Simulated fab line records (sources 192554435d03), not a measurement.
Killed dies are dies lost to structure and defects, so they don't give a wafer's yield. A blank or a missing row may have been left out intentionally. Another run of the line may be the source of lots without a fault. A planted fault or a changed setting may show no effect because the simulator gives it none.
fab line records | flow n5-finfet
record lots=7 wafers=21
route steps=1938 shown BEOL_M1@783 BEOL_M2@887 BEOL_M4@1024 BEOL_M5@1112
start-h: hours from the record's opening day to when the first of the lot's shown wafers began | wait-h: hours elapsed since this lot's preceding step | " identical to the entry in the row above | L1.1+2: one row covering several wafers at once | - no value present, or no start provided | * or withheld: withheld | < > ~ a bound
route shown NAME@n: names a module that has steps shown in the file, with the first one's number in the route | usual: mean and standard deviation over wafers with no fault | same: alike in all rows | chamber/n: place in a boat | sites: readings site by site | _std_site: the standard deviation of these | _edge_site: inner sites' mean taken away from outer sites' mean | radius-mm: how far each site lies from the wafer's centre | mask NAME#n: copy n | behind: the last tool/chamber to shape the wafer | hold: the reason the lot was held/the length of the hold in hours/how it ended | device: names the non-switching transistor (n, p or np) | end of line: the route-end tests of the same wafers | a step without rows: its recipe alone | killed: dies that structure and defects cost at the first sort, which is not the same as the wafer's yield | map: a wafer's dies, x killed, . not, _ none there
set.NAME: the setting as run; set.NAME@STEP: as run at that earlier step | model.NAME: the simulator's own value behind a step, which no gauge read
lots where settings were altered on purpose, with a table for each step and a row for each wafer
## steps
# step N5_BEOL_M1_EXPOSE_25
# recipe mask-id=V0 na=0.33 source-shape=quasar sigma-inner=0.2 sigma-outer=0.8 polarization=unpolarized defocus-nm=5 target-cd-nm=24 dose-mj=63
# columns lot.wafer tool chamber start-h wait-h mask set.dose-mj
L079.1+6 euv-scanner-02 0 158.38 - V0#0 63
L079.2 " 0 " " V0#0 60.12
L081.3+5 euv-scanner-02 0 165.52 - V0#0 63
L081.6 " 0 " " V0#0 60.65
L082.1+2+3 euv-scanner-01 0 177.58 - V0#0 63
L086.3+5+6 euv-scanner-01 0 202.12 - V0#0 63
L088.1+2+4 euv-scanner-01 0 208.41 - V0#0 66.42
L093.3+5 euv-scanner-02 0 236.81 - V0#0 66.44
L093.4 " 0 " " V0#0 63
L095.1 euv-scanner-02 0 244.90 - V0#0 60.07
L095.2+4 " 0 " " V0#0 63
# step N5_BEOL_M1_PEB_26
# recipe peb-temp-c=100 peb-time-s=60 resist=CAR-EUV
# step N5_BEOL_M1_DEVELOP_27
# recipe develop-time-s=30 developer=TMAH resist=CAR-EUV rinse-liquid=surfactant-rinse dry=air-spin dev-temp-c=23
# step N5_BEOL_M1_CD_MEAS_28
# recipe landing-energy-ev=500 detector=se-inlens target-cd-y-nm=23.3
# usual cd-nm=24.01/0.22
# columns lot.wafer tool chamber start-h wait-h set.dose-mj@BEOL_M1_EXPOSE_25 cd-nm
L079.1 cd-sem-01 0 158.52 - 63 24.08
L079.2 " 0 " " 60.12 23.25
L079.6 " 0 " " 63 23.92
L081.3 cd-sem-01 0 165.65 - 63 23.89
L081.5 " 0 " " 63 24.14
L081.6 " 0 " " 60.65 23.35
L082.1 cd-sem-02 0 177.73 - 63 23.68
L082.2 " 0 " " 63 24.43
L082.3 " 0 " " 63 24.09
L086.3 cd-sem-01 0 202.25 - 63 23.87
L086.5 " 0 " " 63 23.64
L086.6 " 0 " " 63 23.97
L088.1 cd-sem-01 0 208.55 - 66.42 25.00
L088.2 " 0 " " 66.42 24.88
L088.4 " 0 " " 66.42 24.70
L093.3 cd-sem-02 0 236.94 - 66.44 24.50
L093.4 " 0 " " 63 23.93
L093.5 " 0 " " 66.44 24.96
L095.1 cd-sem-02 0 245.04 - 60.07 22.92
L095.2 " 0 " " 63 24.18
L095.4 " 0 " " 63 23.95
# step N5_BEOL_M1_DESCUM_33
# recipe chemistry=O2 time-s=7 source-power-w=50 bias-power-w=20 pressure-mtorr=20 rf-frequency-hz=2.712e+07 temp-c=40 resist=CAR-EUV o2-flow-sccm=225
# step N5_BEOL_M1_ETCH_77
# recipe chemistry=N2/H2 target=underlayer target-depth-a=65 mask-material=CAR-EUV time-s=5.2 ion-energy-ev=200 pressure-mtorr=30 source-w=840 bias-w=150 n2-flow-sccm=200 h2-flow-sccm=200 ends=cleared
# columns lot.wafer tool chamber start-h wait-h set.spin-rpm@BEOL_M1_COAT_22 model.CAR-EUV_of_BEOL_M1_COAT_22.thk-nm
L079.1 rie-diel-03 1 158.68 0.0 1352 21.8
L079.2+6 " 3,1 " " 1500 20.2
L081.3 rie-diel-02 1 165.81 0.0 1500 20.6
L081.5+6 " 0,1 " " 1345 22.2
L082.1+3 rie-diel-02 2,3 177.89 0.0 1500 20.2
L082.2 " 0 " " 1500 20.4
L086.3 rie-diel-02 2 202.40 0.0 1500 20.2
L086.5+6 " 0,3 " " 1500 20.4
L088.1 rie-diel-03 1 208.71 0.0 1336 22.2
L088.2 " 3 " " 1500 20.2
L088.4 " 2 " " 1336 22
L093.3+4 rie-diel-02 1,0 237.10 0.0 1445 21
L093.5 " 2 " " 1500 20.4
L095.1 rie-diel-05 2 245.20 0.0 1436 21
L095.2+4 " 3 " " 1500 20.2
# step N5_BEOL_M1_ETCH_69
# recipe chemistry=CF4 target=SiARC target-depth-a=156 mask-material=CAR-EUV time-s=26 ion-energy-ev=80 pressure-mtorr=40 source-w=545 bias-w=36 Ar_flow_sccm=100 cf4-flow-sccm=100 ends=cleared
# step N5_BEOL_M1_ALD_98
# recipe material=SiO2 target-thk-a=25 temp-c=100 ald-precursor-family=BDEAS ald-co-reactant=O2-plasma pulse-time-s=1 co-reactant-pulse-time-s=1 purge-time-s=2 co-reactant-purge-time-s=2 ald-cycles=17 pressure-torr=2
# step N5_BEOL_M1_STRIP_71
# recipe chemistry=N2/H2 temp-c=40 n2-flow-sccm=200 h2-flow-sccm=200 rf-frequency-hz=6e+07
# step N5_BEOL_M1_STRIP_78
# recipe chemistry=N2/H2 temp-c=40 n2-flow-sccm=200 h2-flow-sccm=200 rf-frequency-hz=6e+07
# step N5_BEOL_M1_VIA_ETCH_34
# recipe chemistry=C4F6/O2 target-depth-a=678 mask-material=SOC pressure-mtorr=15 ion-energy-ev=250 taper-deg=4 time-s=64.4 source-w=350 bias-w=170 Ar_flow_sccm=300 C4F6_flow_sccm=10 O2_flow_sccm=10
# columns lot.wafer tool chamber start-h wait-h set.dose-mj@BEOL_M1_EXPOSE_25 model.BEOL_M1.cd-nm
L079.1 rie-diel-03 2 163.48 0.0 63 18.4
L079.2 " 3 " " 60.12 17.4
L079.6 " 2 " " 63 18.2
L081.3 rie-diel-05 1 166.26 0.0 63 18.2
L081.5 " 1 " " 63 18
L081.6 " 2 " " 60.65 17.2
L082.1 rie-diel-02 2 178.87 0.0 63 17.8
L082.2 " 0 " " 63 18
L082.3 " 1 " " 63 17.6
L086.3+6 rie-diel-03 0,3 203.15 0.0 63 18.4
L086.5 " 0 " " 63 18
L088.1+2+4 rie-diel-05 3,0,1 209.12 0.0 66.42 19.2
L093.3+5 rie-diel-05 3,1 243.37 0.0 66.44 19
L093.4 " 2 " " 63 17.6
L095.1 rie-diel-03 3 256.43 0.0 60.07 17.2
L095.2 " 1 " " 63 17.8
L095.4 " 0 " " 63 18
# step N5_BEOL_M2_VIA_ETCH_34
# recipe chemistry=C4F6/O2 target-depth-a=694 mask-material=SOC pressure-mtorr=15 ion-energy-ev=250 taper-deg=4 time-s=65.9 source-w=350 bias-w=170 Ar_flow_sccm=300 C4F6_flow_sccm=10 O2_flow_sccm=10
# usual rf-vpp-V=662/4.3
# columns lot.wafer tool chamber start-h wait-h set.source-w rf-vpp-V
L079.1 rie-diel-04 2 172.10 0.0 367.1 653
L079.2 " 1 " " 350 663
L079.6 " 3 " " 350 664
L081.3 rie-diel-04 2 176.89 0.0 350 667
L081.5 " 0 " " 350 659
L081.6 " 1 " " 313.9 699
L082.1 rie-diel-04 2 190.94 0.0 350 667
L082.2 " 0 " " 350 660
L082.3 " 3 " " 350 664
L086.3 rie-diel-04 3 212.53 0.0 350 663
L086.5 " 3 " " 350 665
L086.6 " 1 " " 350 663
L088.1 rie-diel-01 2 218.48 0.0 404.1 620
L088.2 " 0 " " 350 663
L088.4 " 1 " " 404.1 611
L093.3 rie-diel-01 0 256.40 0.0 317.6 694
L093.4 " 1 " " 350 655
L093.5 " 3 " " 350 658
L095.1 rie-diel-06 2 266.47 0.0 350 656
L095.2 " 3 " " 350 661
L095.4 " 3 " " 328 684
# step N5_BEOL_M4_HM_DEP_02
# recipe material=TiN target-thk-a=200 temp-c=25 chamber-pressure-pa=0.49996
# columns lot.wafer tool chamber start-h wait-h set.target-thk-a model.TiN_of_BEOL_M4_HM_DEP_02.thk-nm
L079.1 pvd-sputter-01 - 183.79 0.1 200 20
L079.2 " - " " 200 20.2
L079.6 " - " " 200 19.8
L081.3 pvd-sputter-02 - 199.45 3.8 200 20
L081.5 " - " " 211.8 21.4
L081.6 " - " " 200 19.8
L082.1+2 pvd-sputter-01 - 207.17 0.8 200 19.8
L082.3 " - " " 200 20
L086.3 pvd-sputter-03 - 227.05 0.1 200 20.4
L086.5+6 " - " " 200 20.2
L088.1 pvd-sputter-03 - 233.62 0.3 200 20.2
L088.2+4 " - " " 215.7 21.6
L093.3+5 pvd-sputter-02 - 273.04 1.2 200 19.8
L093.4 " - " " 180.7 18
L095.1+2+4 pvd-sputter-03 - 286.41 1.4 200 19.8
# step N5_BEOL_M4_COAT_73
# recipe resist=underlayer temp-c=205 time-s=60 spin-rpm=1500 resist-thk-nm=5
# columns lot.wafer tool chamber start-h wait-h set.spin-rpm
L079.1 litho-track-01 0 - - 1392
L079.2+6 " 0 " " 1500
L081.3+6 litho-track-05 0 - - 1582
L081.5 " 0 " " 1500
L082.1+3 litho-track-05 0 - - 1416
L082.2 " 0 " " 1500
L086.3+5+6 litho-track-01 0 - - 1500
L088.1+4 litho-track-05 0 - - 1500
L088.2 " 0 " " 1587
L093.3+4 litho-track-04 0 - - 1500
L093.5 " 0 " " 1607
L095.1+2 litho-track-05 0 - - 1500
L095.4 " 0 " " 1643
# step N5_BEOL_M4_COAT_05
# recipe resist=CAR-EUV spin-rpm=1500 resist-thk-nm=30
# step N5_BEOL_M4_EBR_07
# recipe solvent=PGMEA ebr-width-mm=1.5
# step N5_BEOL_M4_DESCUM_16
# recipe chemistry=O2 time-s=7 source-power-w=50 bias-power-w=20 pressure-mtorr=20 rf-frequency-hz=2.712e+07 temp-c=40 resist=CAR-EUV o2-flow-sccm=225
# step N5_BEOL_M4_ETCH_74
# recipe chemistry=N2/H2 target=underlayer target-depth-a=65 mask-material=CAR-EUV time-s=5.2 ion-energy-ev=200 pressure-mtorr=30 source-w=840 bias-w=150 n2-flow-sccm=200 h2-flow-sccm=200 ends=cleared
# columns lot.wafer tool chamber start-h wait-h set.spin-rpm@BEOL_M4_COAT_73 model.etch.depth-nm
L079.1 rie-diel-01 3 184.63 0.0 1392 5.209
L079.2 " 1 " " 1500 5.001
L079.6 " 1 " " 1500 5.014
L081.3 rie-diel-04 3 200.27 0.0 1582 4.866
L081.5 " 2 " " 1500 5.004
L081.6 " 1 " " 1582 4.879
L082.1 rie-diel-06 0 207.86 0.0 1416 5.155
L082.2 " 1 " " 1500 5.003
L082.3 " 2 " " 1416 5.134
L086.3 rie-diel-04 3 227.73 0.0 1500 5.015
L086.5 " 2 " " 1500 5.024
L086.6 " 1 " " 1500 5.049
L088.1 rie-diel-04 0 234.20 0.0 1500 4.986
L088.2 " 1 " " 1587 4.849
L088.4 " 3 " " 1500 4.994
L093.3 rie-diel-04 3 273.74 0.0 1500 5.026
L093.4 " 1 " " 1500 5.012
L093.5 " 3 " " 1607 4.838
L095.1 rie-diel-01 1 287.48 0.0 1500 5.016
L095.2 " 2 " " 1500 5.01
L095.4 " 0 " " 1643 4.777
# step N5_BEOL_M4_ETCH_63
# recipe chemistry=CF4 target=SiARC target-depth-a=156 mask-material=CAR-EUV time-s=26 ion-energy-ev=80 pressure-mtorr=40 source-w=545 bias-w=36 Ar_flow_sccm=100 cf4-flow-sccm=100 ends=cleared
# step N5_BEOL_M4_ETCH_64
# recipe chemistry=N2/H2 target=SOC target-depth-a=750 overetch-a=225 mask-material=SiARC temp-c=40 time-s=121.9 ion-energy-ev=200 pressure-mtorr=30 source-w=840 bias-w=150 n2-flow-sccm=200 h2-flow-sccm=200
# step N5_BEOL_M4_STRIP_75
# recipe chemistry=N2/H2 temp-c=40 n2-flow-sccm=200 h2-flow-sccm=200 rf-frequency-hz=6e+07
# step N5_BEOL_M4_STRIP_66
# recipe chemistry=CF4 resist=SiARC power-w=300 bias-power-w=75 pressure-mtorr=50 cf4-flow-sccm=150 rf-frequency-hz=6e+07
# step N5_BEOL_M4_HM_OPEN_17
# recipe chemistry=Cl2/BCl3 target-depth-a=200 overetch-a=60 target=TiN mask-material=SOC ion-energy-ev=150 pressure-mtorr=10 icp-w=1000 bias-w=126 Cl2_flow_sccm=53.25 bcl3-flow-sccm=21.75 Ar_flow_sccm=25
# columns lot.wafer tool chamber start-h wait-h set.target-thk-a@BEOL_M4_HM_DEP_02 model.etch.depth-nm
L079.1 rie-metal-03 0 184.85 0.0 200 19.99
L079.2 " 1 " " 200 20.14
L079.6 " 0 " " 200 19.89
L081.3 rie-metal-03 0 200.51 0.1 200 20.02
L081.5 " 1 " " 211.8 21.37
L081.6 " 0 " " 200 19.82
L082.1 rie-metal-02 1 208.07 0.0 200 19.84
L082.2 " 1 " " 200 19.89
L082.3 " 1 " " 200 20.04
L086.3 rie-metal-01 1 227.97 0.1 200 20.34
L086.5 " 1 " " 200 20.3
L086.6 " 0 " " 200 20.14
L088.1 rie-metal-03 1 234.42 0.0 200 20.13
L088.2 " 0 " " 215.7 21.51
L088.4 " 1 " " 215.7 21.55
L093.3 rie-metal-03 1 273.99 0.1 200 19.82
L093.4 " 0 " " 180.7 17.93
L093.5 " 1 " " 200 19.87
L095.1 rie-metal-03 1 287.70 0.0 200 19.8
L095.2 " 0 " " 200 19.71
L095.4 " 1 " " 200 19.86
# step N5_BEOL_M5_ILD_DEP_00
# recipe material=SiCOH_lowk target-thk-a=1406.4 temp-c=300 precursor=DEMS/porogen pressure-torr=5 rf-w=500 time-s=25.9
# columns lot.wafer tool chamber start-h wait-h set.time-s model.SiCOH_lowk_of_BEOL_M5_ILD_DEP_00.thk-nm
L079.1 pecvd-02 0 191.58 0.8 25.9 139.4
L079.2 " 2 " " 25.9 138.6
L079.6 " 2 " " 27.01 147.8
L081.3 pecvd-02 0 209.22 0.5 25.9 139.6
L081.5 " 0 " " 28.6 153.8
L081.6 " 1 " " 28.6 153
L082.1 pecvd-01 0 215.61 0.8 25.9 139.8
L082.2 " 1 " " 25.9 140.4
L082.3 " 2 " " 27.29 145.6
L086.3 pecvd-03 1 237.62 0.5 25.9 138.2
L086.5 " 2 " " 25.9 141
L086.6 " 1 " " 25.9 140.4
L088.1 pecvd-03 1 245.45 0.8 25.9 139.2
L088.2 " 0 " " 25.9 138.8
L088.4 " 2 " " 25.9 142.8
L093.3 pecvd-02 2 281.42 0.5 25.9 140.8
L093.4 " 1 " " 22.78 125.6
L093.5 " 1 " " 25.9 141.8
L095.1 pecvd-01 2 304.78 0.8 25.9 138
L095.2 " 1 " " 25.9 140.6
L095.4 " 1 " " 25.9 144.4
# step N5_BEOL_M5_CURE_79
# recipe temp-c=385 time-s=240 ambient=He/Ar material=SiCOH_lowk
# columns lot.wafer tool chamber start-h wait-h set.time-s@BEOL_M5_ILD_DEP_00 model.SiCOH_lowk_of_BEOL_M5_ILD_DEP_00.thk-nm
L079.1 uv-cure-01 0 191.64 0.0 25.9 120
L079.2 " 0 " " 25.9 119.2
L079.6 " 0 " " 27.01 127.2
L081.3 uv-cure-01 1 209.56 0.3 25.9 120
L081.5 " 1 " " 28.6 132.4
L081.6 " 1 " " 28.6 131.8
L082.1 uv-cure-01 2 215.67 0.0 25.9 120.2
L082.2 " 2 " " 25.9 120.8
L082.3 " 2 " " 27.29 125.2
L086.3 uv-cure-02 1 237.84 0.2 25.9 118.8
L086.5 " 1 " " 25.9 121.4
L086.6 " 1 " " 25.9 120.8
L088.1 uv-cure-02 1 245.51 0.0 25.9 119.8
L088.2 " 1 " " 25.9 119.4
L088.4 " 1 " " 25.9 122.8
L093.3 uv-cure-02 0 281.64 0.2 25.9 121.2
L093.4 " 0 " " 22.78 108
L093.5 " 0 " " 25.9 122
L095.1 uv-cure-03 0 304.84 0.0 25.9 118.6
L095.2 " 0 " " 25.9 121
L095.4 " 0 " " 25.9 124.2
# step N5_BEOL_M5_THK_MEAS_01
# recipe reads=SiCOH_lowk_of_BEOL_M5_ILD_DEP_00
# usual M5_ILD_THK=120.6/1.4
# columns lot.wafer tool chamber start-h wait-h set.time-s@BEOL_M5_ILD_DEP_00 M5_ILD_THK[nm]
L079.1 film-metro-01 - 192.15 0.4 25.9 119.9
L079.2 " - " " 25.9 119.2
L079.6 " - " " 27.01 127.2
L081.3 film-metro-01 - 209.91 0.3 25.9 120.1
L081.5 " - " " 28.6 132.6
L081.6 " - " " 28.6 131.9
L082.1 film-metro-01 - 216.18 0.4 25.9 120.2
L082.2 " - " " 25.9 120.8
L082.3 " - " " 27.29 125.4
L086.3 film-metro-02 - 238.20 0.3 25.9 118.9
L086.5 " - " " 25.9 121.2
L086.6 " - " " 25.9 120.9
L088.1 film-metro-02 - 246.51 0.8 25.9 119.7
L088.2 " - " " 25.9 119.4
L088.4 " - " " 25.9 122.8
L093.3 film-metro-02 - 281.99 0.3 25.9 121.1
L093.4 " - " " 22.78 107.8
L093.5 " - " " 25.9 122.1
L095.1 film-metro-02 - 305.35 0.4 25.9 118.7
L095.2 " - " " 25.9 121.1
L095.4 " - " " 25.9 124.2
# step N5_BEOL_M5_COAT_05
# recipe resist=CAR-EUV spin-rpm=1500 resist-thk-nm=30
# columns lot.wafer tool chamber start-h wait-h set.spin-rpm model.CAR-EUV_of_BEOL_M5_COAT_05.thk-nm
L079.1+6 litho-track-05 0 - - 1500 30
L079.2 " 0 " " 1500 30.2
L081.3+5 litho-track-05 0 - - 1662 28.6
L081.6 " 0 " " 1500 30
L082.1 litho-track-03 0 - - 1606 28.8
L082.2+3 " 0 " " 1500 29.8
L086.3 litho-track-02 0 - - 1500 30.2
L086.5+6 " 0 " " 1500 30
L088.1+2 litho-track-03 0 - - 1500 30
L088.4 " 0 " " 1375 31.4
L093.3 litho-track-02 0 - - 1637 28.6
L093.4+5 " 0 " " 1500 30
L095.1 litho-track-02 0 - - 1500 30.2
L095.2+4 " 0 " " 1421 31
# step N5_BEOL_M5_EBR_07
# recipe solvent=PGMEA ebr-width-mm=1.5
# step N5_BEOL_M5_SOFTBAKE_06
# recipe temp-c=110 time-s=60 resist=CAR-EUV
# step N5_BEOL_M5_DESCUM_16
# recipe chemistry=O2 time-s=7 source-power-w=50 bias-power-w=20 pressure-mtorr=20 rf-frequency-hz=2.712e+07 temp-c=40 resist=CAR-EUV o2-flow-sccm=225
# columns lot.wafer tool chamber start-h wait-h set.spin-rpm@BEOL_M5_COAT_05 model.CAR-EUV_of_BEOL_M5_COAT_05.thk-nm
L079.1+2+6 rie-diel-03 2,0,3 192.84 0.0 1500 26.2
L081.3+5 rie-diel-02 3 210.67 0.2 1662 24.6
L081.6 " 2 " " 1500 26.2
L082.1 rie-diel-03 1 217.88 0.0 1606 25
L082.2+3 " 3,0 " " 1500 26
L086.3+5 rie-diel-05 0,2 240.00 0.1 1500 26.2
L086.6 " 3 " " 1500 26
L088.1+2 rie-diel-03 0,3 249.36 0.9 1500 26.2
L088.4 " 1 " " 1375 27.4
L093.3 rie-diel-03 3 283.97 0.1 1637 24.8
L093.4 " 2 " " 1500 26
L093.5 " 3 " " 1500 26.2
L095.1 rie-diel-03 2 307.29 0.2 1500 26.2
L095.2+4 " 0,1 " " 1421 27
## key
split step=N5_BEOL_M1_EXPOSE_25 setting=dose-mj stated=63 by=wafer
response step=N5_BEOL_M1_CD_MEAS_28 reading=cd-nm change=+0.181 per=1% r=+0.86
response step=N5_BEOL_M1_VIA_ETCH_34 reading=model.BEOL_M1.cd-nm change=+0.213 per=1% r=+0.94
split step=N5_BEOL_M2_VIA_ETCH_34 setting=source-w stated=350 by=wafer
response step=N5_BEOL_M2_VIA_ETCH_34 reading=rf-vpp-V change=-3.37 per=1% r=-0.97
split step=N5_BEOL_M4_HM_DEP_02 setting=target-thk-a stated=200 by=wafer
response step=N5_BEOL_M4_HM_DEP_02 reading=model.TiN_of_BEOL_M4_HM_DEP_02.thk-nm change=+0.196 per=1% r=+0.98
response step=N5_BEOL_M4_HM_OPEN_17 reading=model.etch.depth-nm change=+0.2 per=1% r=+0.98
split step=N5_BEOL_M4_COAT_73 setting=spin-rpm stated=1500 by=wafer
response step=N5_BEOL_M4_ETCH_74 reading=model.etch.depth-nm change=-0.0254 per=1% r=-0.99
split step=N5_BEOL_M5_ILD_DEP_00 setting=time-s stated=25.9 by=wafer
response step=N5_BEOL_M5_ILD_DEP_00 reading=model.SiCOH_lowk_of_BEOL_M5_ILD_DEP_00.thk-nm change=+1.33 per=1% r=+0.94
response step=N5_BEOL_M5_CURE_79 reading=model.SiCOH_lowk_of_BEOL_M5_ILD_DEP_00.thk-nm change=+1.16 per=1% r=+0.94
response step=N5_BEOL_M5_THK_MEAS_01 reading=M5_ILD_THK change=+1.16 per=1% r=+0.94
split step=N5_BEOL_M5_COAT_05 setting=spin-rpm stated=1500 by=wafer
response step=N5_BEOL_M5_COAT_05 reading=model.CAR-EUV_of_BEOL_M5_COAT_05.thk-nm change=-0.146 per=1% r=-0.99
response step=N5_BEOL_M5_DESCUM_16 reading=model.CAR-EUV_of_BEOL_M5_COAT_05.thk-nm change=-0.145 per=1% r=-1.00
split outside-this-file step=N5_BEOL_M1_COAT_22 setting=spin-rpm
# split outside-this-file: this setting was split too, and the file shows its column; the key of that split is in another file
